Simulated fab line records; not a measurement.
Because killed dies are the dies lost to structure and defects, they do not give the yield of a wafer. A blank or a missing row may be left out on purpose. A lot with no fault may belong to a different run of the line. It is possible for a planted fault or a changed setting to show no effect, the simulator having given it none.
Chamber matching :: flow n5 finfet :: N5_HKMG_FIN_ALD_21 on ald metal-04: 4 sister chambers
The step deposits TiN, target thk 1.5 nm, pulse time 1 s, purge time 3 s. 8 wafers are shown with their chamber, then 11 later ones without.

## WAFERS WITH THEIR CHAMBER
wafer: L081.3
chamber: 2
heater power outer w (W): 463
heater power w (W): 789

wafer: L081.5
chamber: 2
heater power outer w (W): 471
heater power w (W): 793

wafer: L086.4
chamber: 0
heater power outer w (W): 608
heater power w (W): 1004

wafer: L087.3
chamber: 3
heater power outer w (W): 524
heater power w (W): 887

wafer: L090.1
chamber: 0
heater power outer w (W): 608
heater power w (W): 1021

wafer: L090.2
chamber: 1
heater power outer w (W): 468
heater power w (W): 800

wafer: L090.6
chamber: 1
heater power outer w (W): 486
heater power w (W): 830

wafer: L094.2
chamber: 3
heater power outer w (W): 526
heater power w (W): 902

## WAFERS WITHOUT THEIR CHAMBER
wafer: L094.3
heater power outer w (W): 477
heater power w (W): 827

wafer: L094.6
heater power outer w (W): 529
heater power w (W): 876

wafer: L095.1
heater power outer w (W): 618
heater power w (W): 999

wafer: L095.2
heater power outer w (W): 469
heater power w (W): 809

wafer: L095.3
heater power outer w (W): 479
heater power w (W): 805

wafer: L095.4
heater power outer w (W): 548
heater power w (W): 878

wafer: L095.5
heater power outer w (W): 526
heater power w (W): 882

wafer: L095.6
heater power outer w (W): 609
heater power w (W): 1010

wafer: L097.3
heater power outer w (W): 465
heater power w (W): 805

wafer: L097.5
heater power outer w (W): 597
heater power w (W): 986

wafer: L097.6
heater power outer w (W): 488
heater power w (W): 813

## WHICH CHAMBER EACH ONE RAN IN
wafer: L094.3
from the rows above: 1
in truth: 1

wafer: L094.6
from the rows above: 3
in truth: 3

wafer: L095.1
from the rows above: 0
in truth: 0

wafer: L095.2
from the rows above: can't be placed: 1 or 2
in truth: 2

wafer: L095.3
from the rows above: can't be placed: 1 or 2
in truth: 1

wafer: L095.4
from the rows above: 3
in truth: 3

wafer: L095.5
from the rows above: 3
in truth: 3

wafer: L095.6
from the rows above: 0
in truth: 0

wafer: L097.3
from the rows above: can't be placed: 2 or 1
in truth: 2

wafer: L097.5
from the rows above: 0
in truth: 0

wafer: L097.6
from the rows above: can't be placed: 1 or 2
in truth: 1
Correctly placed: 7 of 11. Cannot be placed on the basis of these rows: 4; the candidates contain the true chamber in 4. Wrongly placed: 0.
How it was worked out, from the rows above alone: a wafer's distance from a chamber is the root of the sum, over the readings, of the square of ((its reading less the chamber's mean) divided by the reading's scatter). If the next closest chamber is less than 2 further off than the closest, the wafer can't be placed; otherwise it belongs to the closest. For every chamber, the mean is computed from those of its wafers that are shown. The scatter: take each reading less its chamber's mean, square it, sum over the shown wafers, divide by the number of wafers less the number of chambers, and take the root.
